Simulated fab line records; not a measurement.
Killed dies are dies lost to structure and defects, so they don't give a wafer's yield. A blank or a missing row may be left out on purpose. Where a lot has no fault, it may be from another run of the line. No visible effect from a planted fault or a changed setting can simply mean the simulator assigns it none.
fab line records | flow nand-harc
record lots=6 | wafers=18 | last-day=23
route steps=1159 shown THIN_TSV@1140 END@1159
lots with no fault: from the same line, run without faults
start-h: start of the lot's first displayed wafer, in hours after the record's first day | wait-h: time in hours since the lot's previous step | " same as the row above | L1.1+2: several wafers, shown together as one row | - no value, or no start was given | * or withheld: withheld | < > ~ a bound
route shown NAME@n: names a module that has steps shown in the file, with the first one's number in the route | usual: average and standard deviation across the fault-free wafers | same: alike in all rows | chamber/n: place in a boat | sites: per-site readings | _std_site: how widely they spread, as a standard deviation | _edge_site: outer sites' mean less inner sites' | radius-mm: how far each site lies from the wafer's centre | mask NAME#n: copy n | behind: the most recent tool/chamber to have shaped the wafer | hold: the reason the lot was held/the length of the hold in hours/how it ended | device: which transistor (n, p or np) failed to switch | end of line: the tests these same wafers got at the end of their route | a step without rows: its recipe alone | killed: count of dies lost to structure and defects at first sort (not the wafer's yield) | map: per-die view of a wafer (x killed, . not killed, _ where there is no die)
set.NAME: the run value of the setting; set.NAME@STEP: its run value at that earlier step | model.NAME: the simulator's own value behind a step, which no gauge read
a table for each step, a row for each wafer; lots at some steps of the route
services: the hour from which a tool's chamber was out of use, counted from the record's first day as start-h (under 0 if before that day), plus the number of hours and why
## steps
# step NHARC_THIN_TSV_DEHYDRATE_25
# recipe temp-c=150 | time-s=120
# step NHARC_THIN_TSV_HMDS_26
# recipe time-s=30
# step NHARC_THIN_TSV_COAT_27
# recipe spin-rpm=*
# step NHARC_THIN_TSV_SOFTBAKE_28
# recipe temp-c=122 | time-s=95
# step NHARC_THIN_TSV_EBR_29
# step NHARC_THIN_TSV_EXPOSE_30
# recipe na=0.55 | dose-mj=11.47 | mask-id=PAD
# step NHARC_THIN_TSV_PEB_31
# recipe peb-temp-c=118 | peb-time-s=85
# step NHARC_THIN_TSV_DEVELOP_32
# recipe time-s=70
# step NHARC_THIN_TSV_CD_MEAS_33
# recipe target-cd-nm=5000 | landing-energy-ev=500
# usual cd-nm=5001.4/2.8
lot.wafer | tool      | chamber | start-h | wait-h | cd-nm
L611.1    | cd-sem-03 | 0       | 422.70  | -      | 5000.4
L611.3    | "         | 0       | "       | "      | 5001.9
L611.5    | "         | 0       | "       | "      | 4995.4
L612.2    | cd-sem-03 | 0       | 438.51  | -      | 5000.9
L612.4    | "         | 0       | "       | "      | 5001.7
L612.5    | "         | 0       | "       | "      | 5002.9
L617.3    | cd-sem-03 | 0       | 469.75  | -      | 5002.9
L617.5    | "         | 0       | "       | "      | 5002.8
L617.6    | "         | 0       | "       | "      | 5006.6
L620.1    | cd-sem-02 | 0       | 483.69  | -      | 4998.6
L620.3    | "         | 0       | "       | "      | 5000.3
L620.4    | "         | 0       | "       | "      | 4997.7
L629.1    | cd-sem-03 | 0       | 533.66  | -      | 5006.2
L629.3    | "         | 0       | "       | "      | 5001.5
L629.5    | "         | 0       | "       | "      | 5002.4
L632.2    | cd-sem-02 | 0       | 548.06  | -      | 5003.0
L632.4    | "         | 0       | "       | "      | 5001.8
L632.5    | "         | 0       | "       | "      | 5003.3
# step NHARC_THIN_TSV_HARDBAKE_34
# recipe temp-c=125 | time-s=80
# step NHARC_THIN_TSV_DESCUM_35
# recipe time-s=3 | o2-flow-sccm=200 | ar-flow-sccm=0 | bias-power-w=0 | chemistry=O2
# usual drypump-motor-current-A=5.8/0.53 | oes-product-au=1.000/0.015 | rf-vpp-V=57.9/0.87 | showerhead-plenum-p-Torr=1.95/0.067 | throttle-valve-pct=11.312/0.0093
lot.wafer | tool        | chamber | start-h | wait-h | drypump-motor-current-A | oes-product-au | rf-hours-counter-h | rf-vpp-V | showerhead-plenum-p-Torr | throttle-valve-pct
L611.1    | rie-diel-01 | 1       | 422.87  | -      | 6.3                     | 0.997          | 8                  | 57.5     | 2.04                     | 11.300
L611.3    | "           | 2       | "       | "      | 6.5                     | 0.989          | 9                  | 57.4     | 1.94                     | 11.310
L611.5    | "           | 0       | "       | "      | 6.0                     | 0.978          | -                  | 59.9     | 1.96                     | 11.294
L612.2    | rie-diel-02 | 3       | 438.67  | -      | 5.5                     | 1.004          | 10                 | 57.2     | 2.04                     | 11.311
L612.4    | "           | 2       | "       | "      | 6.2                     | 0.977          | 11                 | 58.0     | 1.95                     | 11.332
L612.5    | "           | 0       | "       | "      | 5.9                     | 1.026          | -                  | 59.2     | 1.82                     | 11.319
L617.3    | rie-diel-02 | 1       | 469.93  | -      | 5.0                     | 1.017          | 13                 | 57.8     | 1.96                     | 11.303
L617.5    | "           | 3       | "       | "      | 5.5                     | 1.001          | -                  | 58.0     | 2.04                     | 11.309
L617.6    | "           | 0       | "       | "      | 5.9                     | 1.022          | -                  | 57.4     | 1.82                     | 11.297
L620.1    | rie-diel-11 | 0       | 483.85  | -      | 4.9                     | 1.007          | 6                  | 57.6     | 2.03                     | 11.316
L620.3    | "           | 1       | "       | "      | 5.8                     | 1.010          | 7                  | 57.8     | 1.98                     | 11.300
L620.4    | "           | 2       | "       | "      | 6.5                     | 1.019          | 7                  | 58.8     | 1.94                     | 11.291
L629.3    | rie-diel-11 | 1       | 533.82  | -      | 5.8                     | 1.001          | 11                 | 58.2     | 1.98                     | 11.313
L629.1    | "           | 3       | "       | "      | 6.6                     | 0.962          | 11                 | 58.4     | 1.96                     | 11.320
L629.5    | "           | 3       | "       | "      | 6.6                     | 0.964          | -                  | 57.5     | 1.96                     | 11.302
L632.2    | rie-diel-02 | 0       | 548.24  | -      | 5.9                     | 1.019          | 4                  | 59.7     | 1.82                     | 11.320
L632.4    | "           | 1       | "       | "      | 5.0                     | 1.012          | 4                  | 57.8     | 1.96                     | 11.312
L632.5    | "           | 3       | "       | "      | 5.5                     | 0.984          | -                  | 57.9     | 2.04                     | 11.301
# step NHARC_THIN_TSV_ETCH_59
# recipe target-depth-a=8800 | icp-w=900 | bias-w=100 | Cl2_flow_sccm=60 | bcl3-flow-sccm=30 | time-s=138.1 | chemistry=Cl2/BCl3
# usual drypump-motor-current-A=5.3/0.43 | oes-product-au=1.001/0.015 | throttle-valve-pct=22.264/0.009
lot.wafer | tool         | chamber | start-h | wait-h | drypump-motor-current-A | oes-product-au | rf-hours-counter-h | throttle-valve-pct
L611.1    | rie-metal-03 | 1       | 423.02  | 0.1    | 6.0                     | 0.965          | 4.3                | 22.273
L611.3    | "            | 0       | "       | "      | 4.7                     | 0.981          | -                  | 22.264
L611.5    | "            | 0       | "       | "      | 4.7                     | 0.985          | -                  | 22.257
L612.2    | rie-metal-02 | 1       | 438.81  | 0.1    | 5.3                     | 1.029          | 1.2                | 22.257
L612.4    | "            | 1       | "       | "      | 5.3                     | 1.026          | -                  | 22.264
L612.5    | "            | 1       | "       | "      | 5.3                     | 1.033          | -                  | 22.258
L617.3    | rie-metal-02 | 0       | 470.14  | 0.2    | 5.1                     | 1.001          | -                  | 22.273
L617.5    | "            | 1       | "       | "      | 5.3                     | 1.031          | -                  | 22.259
L617.6    | "            | 0       | "       | "      | 5.1                     | 1.006          | -                  | 22.268
L620.1    | rie-metal-02 | 0       | 483.98  | 0.1    | 5.1                     | 1.008          | 2.3                | 22.267
L620.4    | "            | 0       | "       | "      | 5.1                     | 0.998          | -                  | 22.279
L620.3    | "            | 1       | "       | "      | 5.3                     | 1.032          | -                  | 22.265
L629.1    | rie-metal-01 | 1       | 533.98  | 0.1    | 5.1                     | 0.998          | 0.5                | 22.269
L629.3    | "            | 0       | "       | "      | 5.8                     | 0.992          | -                  | 22.254
L629.5    | "            | 1       | "       | "      | 5.1                     | 0.998          | -                  | 22.243
L632.2    | rie-metal-02 | 0       | 548.38  | 0.1    | 5.2                     | 0.998          | 4.2                | 22.249
L632.4    | "            | 0       | "       | "      | 5.1                     | 0.998          | -                  | 22.268
L632.5    | "            | 0       | "       | "      | 5.1                     | 0.992          | -                  | 22.269
# step NHARC_THIN_TSV_ETCH_36
# recipe target-depth-a=650 | over-etch-frac=0.3 | time-s=18.571 | ion-energy-ev=150 | chemistry=Cl2/BCl3
# usual drypump-motor-current-A=5.3/0.43 | oes-product-au=1.000/0.014 | over-etch-frac=0.3/0
lot.wafer | tool         | chamber | start-h | wait-h | drypump-motor-current-A | oes-product-au | over-etch-frac | rf-hours-counter-h
L611.1    | rie-metal-03 | 0       | 423.24  | 0.2    | 4.7                     | 0.987          | 0.3            | 4.5
L611.3    | "            | 0       | "       | "      | 4.7                     | 0.983          | 0.3            | -
L611.5    | "            | 1       | "       | "      | 6.0                     | 0.968          | 0.3            | -
L612.2    | rie-metal-02 | 0       | 439.07  | 0.2    | 5.1                     | 0.998          | 0.3            | 1.3
L612.4    | "            | 0       | "       | "      | 5.1                     | 1.003          | 0.3            | -
L612.5    | "            | 1       | "       | "      | 5.3                     | 1.027          | 0.3            | -
L617.3    | rie-metal-02 | 1       | 470.30  | 0.1    | 5.3                     | 1.031          | 0.62969        | -
L617.5    | "            | 1       | "       | "      | 5.3                     | 1.037          | 0.62969        | -
L617.6    | "            | 0       | "       | "      | 5.1                     | 1.004          | 0.3            | -
L620.1    | rie-metal-02 | 1       | 484.24  | 0.2    | 5.3                     | 1.036          | 0.62969        | 2.4
L620.3    | "            | 0       | "       | "      | 5.1                     | 0.999          | 0.3            | -
L620.4    | "            | 1       | "       | "      | 5.3                     | 1.024          | 0.62969        | -
L629.1    | rie-metal-01 | 1       | 534.24  | 0.2    | 5.1                     | 0.991          | 0.3            | 0.7
L629.3    | "            | 1       | "       | "      | 5.1                     | 0.989          | 0.3            | -
L629.5    | "            | 1       | "       | "      | 5.1                     | 0.991          | 0.3            | -
L632.2    | rie-metal-02 | 0       | 548.60  | 0.2    | 5.1                     | 0.995          | 0.3            | 4.3
L632.4    | "            | 1       | "       | "      | 5.3                     | 1.017          | 0.3            | -
L632.5    | "            | 1       | "       | "      | 5.3                     | 1.031          | 0.3            | -
# step NHARC_THIN_TSV_STRIP_56
# recipe power-w=1500 | temp-c=250 | chemistry=O2
# usual drypump-motor-current-A=5.7/0.33 | heater-power-w=347/28
lot.wafer | tool            | chamber | start-h | wait-h | drypump-motor-current-A | heater-power-w | rf-hours-counter-h
L611.1    | plasma-asher-02 | 0       | 423.35  | 0.1    | 5.2                     | 331            | 25
L611.3    | "               | 1       | "       | "      | 5.5                     | 337            | -
L611.5    | "               | 0       | "       | "      | 5.3                     | 339            | -
L612.2    | plasma-asher-01 | 1       | 439.21  | 0.1    | 6.1                     | 327            | 46
L612.4    | "               | 0       | "       | "      | 5.9                     | 383            | -
L612.5    | "               | 0       | "       | "      | 5.9                     | 379            | -
L617.3    | plasma-asher-01 | 0       | 470.53  | 0.2    | 5.9                     | 382            | -
L617.6    | "               | 1       | "       | "      | 6.1                     | 318            | -
L617.5    | "               | 0       | "       | "      | 5.9                     | 402            | -
L620.1    | plasma-asher-02 | 1       | 484.34  | 0.1    | 5.5                     | 349            | 50
L620.4    | "               | 1       | "       | "      | 5.5                     | 343            | -
L620.3    | "               | 0       | "       | "      | 5.3                     | 338            | -
L629.1    | plasma-asher-02 | 0       | 534.38  | 0.1    | 5.3                     | 340            | 67
L629.3    | "               | 0       | "       | "      | 5.3                     | 345            | -
L629.5    | "               | 0       | "       | "      | 5.3                     | 336            | -
L632.2    | plasma-asher-01 | 1       | 548.75  | 0.1    | 6.1                     | 310            | 31
L632.4    | "               | 1       | "       | "      | 6.0                     | 309            | -
L632.5    | "               | 0       | "       | "      | 5.9                     | 375            | -
# step NHARC_END_SORT_01
# recipe temp-c=25
# usual defect-limited-yield=95.7/1.2 | killed-at-array=25/7.8 | killed-at-other=0.6/0.81 | killed-at-periphery=3.3/2.2 | killed-dies=29/8.2 | killed-open=3.5/1.9 | killed-short=1.8/1.3 | sort_bin_2_pct=1.3/0.5 | sort_bin_3_pct=0.23/0.21 | sort_bin_4_pct=2.8/0.9 | sort-n-pass=648/8.2 | sort-rim-yield-pct=94.3/2.8 | sort-yield-pct=95.7/1.2
# same gross-dies=677 | sort_bin_5_pct[%]=0 | sort_bin_6_pct[%]=0 | sort_bin_7_pct[%]=0 | sort_bin_8_pct[%]=0 | sort-rim-n-gross=106.00
lot.wafer | tool      | chamber | start-h | wait-h | defect-limited-yield[%] | killed-at-array | killed-at-other | killed-at-periphery | killed-dies | killed-open | killed-short | sort_bin_2_pct[%] | sort_bin_3_pct[%] | sort_bin_4_pct[%] | sort-n-pass | sort-rim-yield-pct[%] | sort-yield-pct[%]
L611.1    | prober-02 | 0       | 434.44  | 2.5    | 96.8                    | 17              | 0               | 5                   | 22          | 4           | 2            | 0.7               | 0.15              | 2.4               | 655         | 97.2                  | 96.8
L611.3    | prober-02 | 0       | 436.04  | 3.1    | 97.2                    | 14              | 0               | 5                   | 19          | 1           | 1            | 0.4               | 0.30              | 2.1               | 658         | 96.2                  | 97.2
L611.5    | prober-02 | 0       | 437.64  | 3.7    | 97.2                    | 16              | 2               | 1                   | 19          | 1           | 3            | 0.3               | 0                 | 2.5               | 658         | 96.2                  | 97.2
L612.2    | prober-01 | 0       | 447.02  | 2.8    | 96.0                    | 24              | 0               | 3                   | 27          | 6           | 2            | 0.6               | 0.15              | 3.2               | 650         | 94.3                  | 96.0
L612.4    | prober-01 | 0       | 448.63  | 3.4    | 94.4                    | 34              | 0               | 4                   | 38          | 3           | 2            | 2.1               | 0                 | 3.5               | 639         | 90.6                  | 94.4
L612.5    | prober-01 | 0       | 449.43  | 3.7    | 96.3                    | 22              | 0               | 3                   | 25          | 1           | 0            | 1.5               | 0                 | 2.2               | 652         | 95.3                  | 96.3
L617.3    | prober-01 | 0       | 480.53  | 3.1    | 95.9                    | 27              | 0               | 1                   | 28          | 5           | 0            | 0.7               | 0.15              | 3.2               | 649         | 93.4                  | 95.9
L617.5    | prober-01 | 0       | 482.14  | 3.7    | 94.1                    | 37              | 0               | 3                   | 40          | 3           | 2            | 2.7               | 0.44              | 2.8               | 637         | 93.4                  | 94.1
L617.6    | prober-01 | 0       | 482.94  | 4.0    | 95.6                    | 28              | 0               | 2                   | 30          | 3           | 3            | 1.2               | 0.15              | 3.1               | 647         | 91.5                  | 95.6
L620.1    | prober-02 | 0       | 498.01  | 2.5    | 97.2                    | 16              | 0               | 3                   | 19          | 1           | 0            | 0.6               | 0                 | 2.2               | 658         | 92.5                  | 97.2
L620.3    | prober-02 | 0       | 499.62  | 3.1    | 95.3                    | 23              | 1               | 8                   | 32          | 1           | 1            | 1.3               | 0.15              | 3.2               | 645         | 92.5                  | 95.3
L620.4    | prober-02 | 0       | 500.43  | 3.4    | 94.5                    | 31              | 1               | 5                   | 37          | 2           | 1            | 1.8               | 0                 | 3.7               | 640         | 92.5                  | 94.5
L629.1    | prober-02 | 0       | 540.45  | 2.5    | 96.6                    | 20              | 1               | 2                   | 23          | 1           | 4            | 1.0               | 0.30              | 2.1               | 654         | 95.3                  | 96.6
L629.3    | prober-02 | 0       | 542.08  | 3.2    | 97.2                    | 17              | 0               | 2                   | 19          | 4           | 2            | 0.6               | 0                 | 2.2               | 658         | 93.4                  | 97.2
L629.5    | prober-02 | 0       | 543.72  | 3.8    | 97.5                    | 15              | 1               | 1                   | 17          | 4           | 1            | 1.2               | 0.30              | 1.0               | 660         | 93.4                  | 97.5
L632.2    | prober-01 | 0       | 557.81  | 2.8    | 96.8                    | 19              | 0               | 3                   | 22          | 2           | 1            | 0.6               | 0.59              | 2.1               | 655         | 98.1                  | 96.8
L632.4    | prober-01 | 0       | 559.38  | 3.4    | 96.3                    | 25              | 0               | 0                   | 25          | 3           | 4            | 1.3               | 0                 | 2.4               | 652         | 95.3                  | 96.3
L632.5    | prober-01 | 0       | 560.17  | 3.6    | 94.5                    | 36              | 1               | 0                   | 37          | 7           | 2            | 2.5               | 0.30              | 2.7               | 640         | 98.1                  | 94.5
# killed by level:class
L611.1 A_SLIT:chamber-film-flake=10 P_ZERO_WELL:chamber-film-flake=3 A_STAIRCASE:chamber-film-flake=2 P_GATE:geometric-particle:open=1 P_CONTACT:geometric-particle:open=1 A_CHANNEL_FILL_D1:geometric-particle:open=1 A_SGD_CUT:geometric-particle:short=1 A_M0:geometric-particle:short=1
L611.3 A_STAIRCASE:chamber-film-flake=5 A_SLIT:chamber-film-flake=5 P_BONDPAD:chamber-film-flake=3 P_CONTACT:geometric-particle:open=1 A_CHANNEL_FILL_D1:geometric-particle:short=1 P_ZERO_WELL:chamber-film-flake=1 A_CHANNEL_HOLE_D1:chamber-film-flake=1 A_CONTACT:chamber-film-flake=1
L611.5 A_STAIRCASE:chamber-film-flake=7 A_SLIT:chamber-film-flake=5 STARTING-WAFER:geometric-particle:short=2 A_CHANNEL_FILL_D1:geometric-particle:short=1 A_CONTACT:geometric-particle:open=1 P_GATE:chamber-film-flake=1 A_CONTACT:chamber-film-flake=1 A_M1:chamber-film-flake=1
L612.2 A_CHANNEL_HOLE_D1:chamber-film-flake=8 A_SLIT:chamber-film-flake=5 A_CONTACT:geometric-particle:open=2 A_SGD_CUT:chamber-film-flake=2 P_GATE:geometric-particle:short=1 P_M2:geometric-particle:open=1 A_CHANNEL_FILL_D1:geometric-particle:open=1 A_SGD_CUT:geometric-particle:open=1
L612.4 A_CHANNEL_HOLE_D1:chamber-film-flake=14 A_SLIT:chamber-film-flake=6 A_WL_FILL:chamber-film-flake=3 A_CONTACT:chamber-film-flake=3 P_ZERO_WELL:chamber-film-flake=2 A_CHANNEL_FILL_D1:chamber-film-flake=2 P_CONTACT:geometric-particle:open=1 A_ONON_D1:geometric-particle:open=1
L612.5 A_CHANNEL_HOLE_D1:chamber-film-flake=8 A_SLIT:chamber-film-flake=6 A_CONTACT:chamber-film-flake=3 A_SGD_CUT:chamber-film-flake=2 P_M0:geometric-particle:open=1 P_ZERO_WELL:chamber-film-flake=1 P_STI:chamber-film-flake=1 A_CHANNEL_FILL_D1:chamber-film-flake=1
L617.3 A_SLIT:chamber-film-flake=10 A_CHANNEL_HOLE_D1:chamber-film-flake=6 A_CONTACT:chamber-film-flake=3 A_ZERO_WELL:chamber-film-flake=2 A_CHANNEL_HOLE_D1:geometric-particle:open=1 A_WL_FILL:geometric-particle:open=1 A_CONTACT:geometric-particle:open=1 A_M0:geometric-particle:open=1
L617.5 A_CHANNEL_HOLE_D1:chamber-film-flake=17 A_SLIT:chamber-film-flake=14 P_ZERO_WELL:chamber-film-flake=2 A_CONTACT:chamber-film-flake=2 P_M0:geometric-particle:open=1 A_SOURCE_PLATE:geometric-particle:open=1 A_CHANNEL_FILL_D1:geometric-particle:short=1 A_WL_FILL:geometric-particle:short=1
L617.6 A_SLIT:chamber-film-flake=11 A_CHANNEL_HOLE_D1:chamber-film-flake=9 A_CONTACT:chamber-film-flake=3 A_M0:geometric-particle:open=2 P_CONTACT:geometric-particle:open=1 A_ONON_D1:geometric-particle:short=1 A_CHANNEL_HOLE_D1:geometric-particle:short=1 A_CHANNEL_FILL_D1:geometric-particle:short=1
L620.1 A_CHANNEL_HOLE_D1:chamber-film-flake=6 P_STI:chamber-film-flake=3 A_WL_FILL:chamber-film-flake=3 A_STAIRCASE:chamber-film-flake=2 A_SLIT:chamber-film-flake=2 A_WL_FILL:geometric-particle:open=1 A_ZERO_WELL:chamber-film-flake=1 A_CONTACT:chamber-film-flake=1
L620.3 A_CHANNEL_HOLE_D1:chamber-film-flake=11 P_STI:chamber-film-flake=6 A_CONTACT:chamber-film-flake=6 A_SLIT:chamber-film-flake=3 P_GATE:chamber-film-flake=2 A_CHANNEL_HOLE_D1:geometric-particle:short=1 A_CHANNEL_FILL_D1:geometric-particle:open=1 A_BONDPAD:chamber-film-flake=1
L620.4 A_CHANNEL_HOLE_D1:chamber-film-flake=14 P_STI:chamber-film-flake=4 A_SLIT:chamber-film-flake=4 A_CHANNEL_FILL_D1:chamber-film-flake=3 A_CONTACT:chamber-film-flake=3 A_ZERO_WELL:chamber-film-flake=2 A_WL_FILL:chamber-film-flake=2 A_CHANNEL_HOLE_D1:geometric-particle:open=1
L629.1 A_CHANNEL_HOLE_D1:chamber-film-flake=16 P_CONTACT:geometric-particle:short=1 A_ONON_D1:geometric-particle:short=1 A_WL_FILL:geometric-particle:short=1 A_WL_FILL:geometric-particle:open=1 P_ZERO_WELL:chamber-film-flake=1 STARTING-WAFER:geometric-particle:short=1 A_SLIT:chamber-film-flake=1
L629.3 A_CHANNEL_HOLE_D1:chamber-film-flake=7 A_M0:chamber-film-flake=3 P_CONTACT:geometric-particle:open=1 P_M0:geometric-particle:open=1 A_WL_FILL:geometric-particle:short=1 A_CONTACT:geometric-particle:short=1 A_BLC:geometric-particle:open=1 A_M0:geometric-particle:open=1
L629.5 A_CHANNEL_HOLE_D1:chamber-film-flake=8 A_WL_FILL:geometric-particle:open=2 A_M0:chamber-film-flake=2 A_ONON_D1:geometric-particle:open=1 A_CONTACT:geometric-particle:short=1 A_BLC:geometric-particle:open=1 P_STI:chamber-film-flake=1 THIN_TSV:chamber-film-flake=1
L632.2 A_CONTACT:chamber-film-flake=11 A_CHANNEL_HOLE_D1:chamber-film-flake=5 P_GATE:geometric-particle:open=1 A_CHANNEL_FILL_D1:geometric-particle:open=1 A_CHANNEL_FILL_D1:geometric-particle:short=1 P_M0:chamber-film-flake=1 P_BONDPAD:chamber-film-flake=1 A_STAIRCASE:chamber-film-flake=1
L632.4 A_CONTACT:chamber-film-flake=14 A_ONON_D1:geometric-particle:short=3 A_CHANNEL_HOLE_D1:chamber-film-flake=3 A_ONON_D1:geometric-particle:open=1 A_CHANNEL_FILL_D1:geometric-particle:open=1 A_WL_FILL:geometric-particle:short=1 A_M0:geometric-particle:open=1 A_STAIRCASE:chamber-film-flake=1
L632.5 A_CONTACT:chamber-film-flake=17 A_STAIRCASE:chamber-film-flake=6 A_CHANNEL_HOLE_D1:chamber-film-flake=5 A_M0:geometric-particle:open=2 A_ONON_D1:geometric-particle:short=1 A_CHANNEL_HOLE_D1:geometric-particle:open=1 A_SGD_CUT:geometric-particle:open=1 A_WL_FILL:geometric-particle:open=1
## services
tool            | chamber | start-h | hours | kind
rie-diel-11     | 2       | 407.00  | 4.8   | repair
rie-diel-11     | 3       | 409.89  | 3.7   | repair
rie-diel-02     | 0       | 410.38  | -     | clean
rie-diel-02     | 1       | 410.38  | -     | clean
rie-diel-02     | 2       | 410.38  | -     | clean
rie-diel-02     | 3       | 410.38  | -     | clean
plasma-asher-01 | -       | 411.46  | 4.2   | repair
rie-diel-11     | -       | 414.90  | 0.6   | repair
rie-diel-11     | 3       | 422.95  | 3.8   | repair
rie-diel-11     | -       | 433.26  | 0.3   | repair
rie-diel-11     | 0       | 436.57  | 1.8   | repair
rie-diel-01     | 3       | 439.60  | 5.3   | repair
plasma-asher-01 | -       | 446.95  | 5.0   | repair
rie-diel-11     | 0       | 448.48  | 8.8   | repair
rie-metal-03    | -       | 453.00  | 9.0   | pm
plasma-asher-01 | -       | 453.53  | 9.0   | pm
plasma-asher-01 | -       | 477.62  | 0.9   | repair
plasma-asher-01 | -       | 483.36  | 4.0   | repair
rie-diel-01     | -       | 491.80  | 9.0   | pm
rie-diel-02     | -       | 504.88  | 9.0   | pm
rie-metal-01    | -       | 509.00  | 9.0   | pm
rie-diel-01     | 0       | 535.26  | 5.5   | repair
plasma-asher-02 | -       | 537.32  | 9.0   | pm
rie-diel-11     | -       | 543.66  | 9.0   | pm
## key
first-sign step=NHARC_THIN_TSV_ETCH_36 | reading=over-etch-frac | direction=up | sigmas=99+ | usual=0.3 | struck=0.62969
effect none on later readings
met-at NHARC_THIN_TSV_ETCH_36
struck-wafers L617.3,L617.5,L620.1,L620.4
onset-between 439.07 470.30
fault kind=process-parameter-drift | tool=rie-metal-02 | chamber=1 | onset-h=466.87 | steps=NHARC_THIN_TSV_ETCH_36 | channel=over-etch-frac | offset=0.32969 | shape=step | end-h=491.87 | stated=0.3
